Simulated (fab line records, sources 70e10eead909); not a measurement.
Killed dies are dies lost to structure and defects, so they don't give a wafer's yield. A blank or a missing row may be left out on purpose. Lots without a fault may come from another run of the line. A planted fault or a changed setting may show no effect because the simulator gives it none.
Chamber matching | flow nand_harc | NHARC_A_STAIRCASE_DESCUM_186 on rie_diel-04: 4 sister chambers
The step chemistry O2, time 3 s. 4 wafers are shown with their chamber, then 11 later ones without.

WAFERS WITH THEIR CHAMBER
wafer  | chamber | showerhead_plenum_p_Torr (Torr)
L087.6 | 2       | 1.81
L089.1 | 0       | 1.91
L089.2 | 3       | 1.80
L093.1 | 1       | 1.88

WAFERS WITHOUT THEIR CHAMBER
wafer  | showerhead_plenum_p_Torr (Torr)
L093.2 | 1.80
L093.5 | 1.88
L092.1 | 1.88
L092.5 | 1.81
L092.6 | 1.88
L097.1 | 1.80
L097.3 | 1.91
L097.6 | 1.79
L096.3 | 1.88
L096.5 | 1.91
L096.6 | 1.88

WHICH CHAMBER EACH WENT THROUGH
wafer  | from the rows above | in truth
L093.2 | 3                   | 3
L093.5 | 1                   | 1
L092.1 | 1                   | 1
L092.5 | 2                   | 2
L092.6 | 1                   | 1
L097.1 | 3                   | 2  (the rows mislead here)
L097.3 | 0                   | 0
L097.6 | 3                   | 3
L096.3 | 1                   | 1
L096.5 | 0                   | 0
L096.6 | 1                   | 1
Placed correctly: 10 of 11. Can't be placed from these rows: 0. Placed wrongly: 1.
How it was worked out, from the rows above alone: a wafer's distance from a chamber is the root of the sum, over the readings, of the square of ((its reading less the chamber's mean) divided by the reading's scatter). The wafer belongs to the nearest chamber; if the next one is less than 2 further off, it can't be placed. A chamber's mean is the mean of its shown wafers. The scatter: with one shown wafer a chamber, the root of the mean of the squares of how far each hidden wafer lies from its nearest shown one.
